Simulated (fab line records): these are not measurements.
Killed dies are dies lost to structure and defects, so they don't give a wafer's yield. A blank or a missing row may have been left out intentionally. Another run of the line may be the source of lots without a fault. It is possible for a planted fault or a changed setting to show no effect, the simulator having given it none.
Which of the tools did it? || flow n5_finfet || 11 lots with 33 wafers sampled at 6 steps, on a route of 1938 steps

WHAT THE GAUGES READ, wafer by wafer
N5_BEOL_M11_CD_MEAS_35: the cd target is 70 nm. Usual: cd_nm 70.1 nm, standard deviation 0.51.
{"lot": "L508", "measured": "day 11 05:05", "on": "cd_sem-01", "cd_nm (nm)": "69.8 69.8 69.5", "flag": ""}
{"lot": "L505", "measured": "day 11 09:29", "on": "cd_sem-02", "cd_nm (nm)": "69.5 69.6 69.4", "flag": ""}
{"lot": "L507", "measured": "day 11 09:57", "on": "cd_sem-01", "cd_nm (nm)": "70.5 70.7 70.8", "flag": ""}
{"lot": "L509", "measured": "day 12 03:46", "on": "cd_sem-03", "cd_nm (nm)": "70.3 70.2 69.9", "flag": ""}
{"lot": "L511", "measured": "day 12 09:59", "on": "cd_sem-03", "cd_nm (nm)": "70.4 71.2 70.5", "flag": ""}
{"lot": "L514", "measured": "day 13 07:11", "on": "cd_sem-03", "cd_nm (nm)": "70.2 70.6 69.3", "flag": ""}
{"lot": "L515", "measured": "day 13 14:54", "on": "cd_sem-01", "cd_nm (nm)": "69.7 69.0 69.8", "flag": ""}
{"lot": "L521", "measured": "day 15 10:53", "on": "cd_sem-01", "cd_nm (nm)": "70.6 70.1 70.7", "flag": ""}
{"lot": "L524", "measured": "day 16 00:09", "on": "cd_sem-03", "cd_nm (nm)": "70.8 70.1 69.6", "flag": ""}
{"lot": "L525", "measured": "day 16 06:05", "on": "cd_sem-03", "cd_nm (nm)": "70.8 70.5 70.8", "flag": ""}
{"lot": "L526", "measured": "day 16 12:10", "on": "cd_sem-03", "cd_nm (nm)": "69.6 70.8 70.1", "flag": ""}

N5_BEOL_M11_INSPECT_58: inspects for defects (darkfield). Usual: raw_defect_count 75, standard deviation 24.
{"lot": "L508", "measured": "day 11 07:24", "on": "defect_inspect-01", "raw_defect_count": "65 67 63", "flag": ""}
{"lot": "L505", "measured": "day 11 12:12", "on": "defect_inspect-01", "raw_defect_count": "66 41 28", "flag": ""}
{"lot": "L507", "measured": "day 11 13:34", "on": "defect_inspect-01", "raw_defect_count": "80 115 70", "flag": ""}
{"lot": "L509", "measured": "day 12 07:35", "on": "defect_inspect-01", "raw_defect_count": "73 70 67", "flag": ""}
{"lot": "L511", "measured": "day 12 13:40", "on": "defect_inspect-01", "raw_defect_count": "118 55 79", "flag": ""}
{"lot": "L514", "measured": "day 13 09:52", "on": "defect_inspect-01", "raw_defect_count": "56 636 101", "flag": "OFF"}
{"lot": "L515", "measured": "day 13 17:34", "on": "defect_inspect-01", "raw_defect_count": "680 81 80", "flag": "OFF"}
{"lot": "L521", "measured": "day 15 13:39", "on": "defect_inspect-02", "raw_defect_count": "80 44 42", "flag": ""}
{"lot": "L524", "measured": "day 16 03:10", "on": "defect_inspect-02", "raw_defect_count": "57 59 53", "flag": ""}
{"lot": "L525", "measured": "day 16 10:41", "on": "defect_inspect-01", "raw_defect_count": "75 72 102", "flag": ""}
{"lot": "L526", "measured": "day 16 15:26", "on": "defect_inspect-02", "raw_defect_count": "139 112 118", "flag": ""}

N5_BEOL_M12_CD_MEAS_10: the cd target is 140 nm. Usual: cd_nm 140.3 nm, standard deviation 1.5.
{"lot": "L508", "measured": "day 11 08:04", "on": "cd_sem-02", "cd_nm (nm)": "138.4 140.0 140.7", "flag": ""}
{"lot": "L505", "measured": "day 11 12:48", "on": "cd_sem-03", "cd_nm (nm)": "140.5 140.8 140.6", "flag": ""}
{"lot": "L507", "measured": "day 11 14:02", "on": "cd_sem-01", "cd_nm (nm)": "139.0 138.1 137.3", "flag": ""}
{"lot": "L509", "measured": "day 12 08:11", "on": "cd_sem-01", "cd_nm (nm)": "140.9 140.4 141.9", "flag": ""}
{"lot": "L511", "measured": "day 12 14:16", "on": "cd_sem-02", "cd_nm (nm)": "140.7 142.1 142.6", "flag": ""}
{"lot": "L514", "measured": "day 13 10:20", "on": "cd_sem-03", "cd_nm (nm)": "137.8 137.0 137.5", "flag": ""}
{"lot": "L515", "measured": "day 13 18:02", "on": "cd_sem-02", "cd_nm (nm)": "140.0 139.8 141.6", "flag": ""}
{"lot": "L521", "measured": "day 15 14:18", "on": "cd_sem-03", "cd_nm (nm)": "140.1 137.8 139.3", "flag": ""}
{"lot": "L524", "measured": "day 16 03:46", "on": "cd_sem-03", "cd_nm (nm)": "140.5 143.5 143.0", "flag": ""}
{"lot": "L525", "measured": "day 16 11:10", "on": "cd_sem-03", "cd_nm (nm)": "138.2 139.6 138.9", "flag": ""}
{"lot": "L526", "measured": "day 16 16:02", "on": "cd_sem-01", "cd_nm (nm)": "143.3 143.3 142.3", "flag": ""}

N5_BEOL_M12_INSPECT_12: inspects for defects (macro). Usual: raw_defect_count 2.1, standard deviation 1.3.
{"lot": "L508", "measured": "day 11 08:07", "on": "defect_inspect-01", "raw_defect_count": "3 2 1", "flag": ""}
{"lot": "L505", "measured": "day 11 12:56", "on": "defect_inspect-01", "raw_defect_count": "2 2 1", "flag": ""}
{"lot": "L507", "measured": "day 11 14:05", "on": "defect_inspect-01", "raw_defect_count": "2 1 2", "flag": ""}
{"lot": "L509", "measured": "day 12 08:14", "on": "defect_inspect-01", "raw_defect_count": "3 1 2", "flag": ""}
{"lot": "L511", "measured": "day 12 14:19", "on": "defect_inspect-02", "raw_defect_count": "3 1 2", "flag": ""}
{"lot": "L514", "measured": "day 13 10:23", "on": "defect_inspect-01", "raw_defect_count": "1 >300 3", "flag": ""}
{"lot": "L515", "measured": "day 13 18:06", "on": "defect_inspect-02", "raw_defect_count": ">300 1 2", "flag": ""}
{"lot": "L521", "measured": "day 15 14:21", "on": "defect_inspect-01", "raw_defect_count": "3 0 2", "flag": ""}
{"lot": "L524", "measured": "day 16 03:49", "on": "defect_inspect-01", "raw_defect_count": "4 2 1", "flag": ""}
{"lot": "L525", "measured": "day 16 11:13", "on": "defect_inspect-02", "raw_defect_count": "2 1 3", "flag": ""}
{"lot": "L526", "measured": "day 16 16:05", "on": "defect_inspect-01", "raw_defect_count": "3 1 3", "flag": ""}

WHICH TOOL RAN EACH LOT (tool, then ch and the chambers of the sampled wafers, then the start)
{"lot": "L508", "N5_BEOL_M11_SPUTTER_48": "pvd_sputter-03, day 11 06:26", "N5_BEOL_M11_PRE_CLEAN_55": "pecvd-04 ch 0,1, day 11 07:17"}
{"lot": "L505", "N5_BEOL_M11_SPUTTER_48": "pvd_sputter-02, day 11 10:59", "N5_BEOL_M11_PRE_CLEAN_55": "pecvd-01 ch 0,2, day 11 12:05"}
{"lot": "L507", "N5_BEOL_M11_SPUTTER_48": "pvd_sputter-03, day 11 11:58", "N5_BEOL_M11_PRE_CLEAN_55": "pecvd-04 ch 0,1, day 11 13:27"}
{"lot": "L509", "N5_BEOL_M11_SPUTTER_48": "pvd_sputter-02, day 12 06:22", "N5_BEOL_M11_PRE_CLEAN_55": "pecvd-04 ch 0,1,2, day 12 07:14"}
{"lot": "L511", "N5_BEOL_M11_SPUTTER_48": "pvd_sputter-03, day 12 12:15", "N5_BEOL_M11_PRE_CLEAN_55": "pecvd-04 ch 0,1, day 12 13:33"}
{"lot": "L514", "N5_BEOL_M11_SPUTTER_48": "pvd_sputter-01, day 13 08:53", "N5_BEOL_M11_PRE_CLEAN_55": "pecvd-04 ch 0,1, day 13 09:44"}
{"lot": "L515", "N5_BEOL_M11_SPUTTER_48": "pvd_sputter-01, day 13 16:14", "N5_BEOL_M11_PRE_CLEAN_55": "pecvd-04 ch 0,1,2, day 13 17:28"}
{"lot": "L521", "N5_BEOL_M11_SPUTTER_48": "pvd_sputter-01, day 15 12:33", "N5_BEOL_M11_PRE_CLEAN_55": "pecvd-02 ch 0,1,2, day 15 13:32"}
{"lot": "L524", "N5_BEOL_M11_SPUTTER_48": "pvd_sputter-01, day 16 01:56", "N5_BEOL_M11_PRE_CLEAN_55": "pecvd-04 ch 0,1, day 16 03:03"}
{"lot": "L525", "N5_BEOL_M11_SPUTTER_48": "pvd_sputter-02, day 16 09:43", "N5_BEOL_M11_PRE_CLEAN_55": "pecvd-04 ch 0,2, day 16 10:34"}
{"lot": "L526", "N5_BEOL_M11_SPUTTER_48": "pvd_sputter-02, day 16 14:28", "N5_BEOL_M11_PRE_CLEAN_55": "pecvd-01 ch 0,2, day 16 15:20"}
- N5_BEOL_M11_SPUTTER_48: material Cu, target thk 12 nm, time 2 s.
- N5_BEOL_M11_PRE_CLEAN_55: time 15 s.

WHAT THE TOOLS THEMSELVES READ (means of the sampled wafers that have a number; where no wafer has one, the mark that the record gives instead)
N5_BEOL_M11_SPUTTER_48. Usual: chamber_pressure_pa 0.12997 Pa, standard deviation 0.00026; throttle_valve_pct 30.2 %, standard deviation 0.97.
{"lot": "L508", "tool": "pvd_sputter-03", "chamber_pressure_pa (Pa)": 0.13007, "throttle_valve_pct (%)": 29.8, "flag": ""}
{"lot": "L505", "tool": "pvd_sputter-02", "chamber_pressure_pa (Pa)": 0.13025, "throttle_valve_pct (%)": 30.3, "flag": ""}
{"lot": "L507", "tool": "pvd_sputter-03", "chamber_pressure_pa (Pa)": 0.13022, "throttle_valve_pct (%)": 30.6, "flag": ""}
{"lot": "L509", "tool": "pvd_sputter-02", "chamber_pressure_pa (Pa)": 0.13005, "throttle_valve_pct (%)": 30.6, "flag": ""}
{"lot": "L511", "tool": "pvd_sputter-03", "chamber_pressure_pa (Pa)": 0.13017, "throttle_valve_pct (%)": 29.8, "flag": ""}
{"lot": "L514", "tool": "pvd_sputter-01", "chamber_pressure_pa (Pa)": 0.12982, "throttle_valve_pct (%)": 31.3, "flag": ""}
{"lot": "L515", "tool": "pvd_sputter-01", "chamber_pressure_pa (Pa)": 0.13002, "throttle_valve_pct (%)": 30.4, "flag": ""}
{"lot": "L521", "tool": "pvd_sputter-01", "chamber_pressure_pa (Pa)": 0.13001, "throttle_valve_pct (%)": 30.8, "flag": ""}
{"lot": "L524", "tool": "pvd_sputter-01", "chamber_pressure_pa (Pa)": 0.13001, "throttle_valve_pct (%)": 30.0, "flag": ""}
{"lot": "L525", "tool": "pvd_sputter-02", "chamber_pressure_pa (Pa)": 0.12949, "throttle_valve_pct (%)": 30.4, "flag": ""}
{"lot": "L526", "tool": "pvd_sputter-02", "chamber_pressure_pa (Pa)": 0.12986, "throttle_valve_pct (%)": 30.5, "flag": ""}

THE ANSWER, worked out from the rows above alone
Rule: a lot counts as off when the mean over its wafers that have a number is more than 3 standard deviations away from the usual mean. Also off: a lot with no number at a reading for which 4 or more lots have one. Where the step has rows for the other lots, those lots are counted as sound. After the gauges, taken in route order, come the tools' own readings; for these a lot's mean is taken, as printed above. At the first step where some lot is off, the reading lying furthest off is the one used; lots without a number count as furthest.
Off: L514, L515, at N5_BEOL_M11_INSPECT_58 (raw_defect_count).
A tool fits if, at a process step before that reading, it ran every lot that is off, and no sound lot after the first of them. The gauges at N5_BEOL_M11_INSPECT_58 are tried like those tools. No candidate that was tried fits.

WHAT THE SIMULATOR PUT IN
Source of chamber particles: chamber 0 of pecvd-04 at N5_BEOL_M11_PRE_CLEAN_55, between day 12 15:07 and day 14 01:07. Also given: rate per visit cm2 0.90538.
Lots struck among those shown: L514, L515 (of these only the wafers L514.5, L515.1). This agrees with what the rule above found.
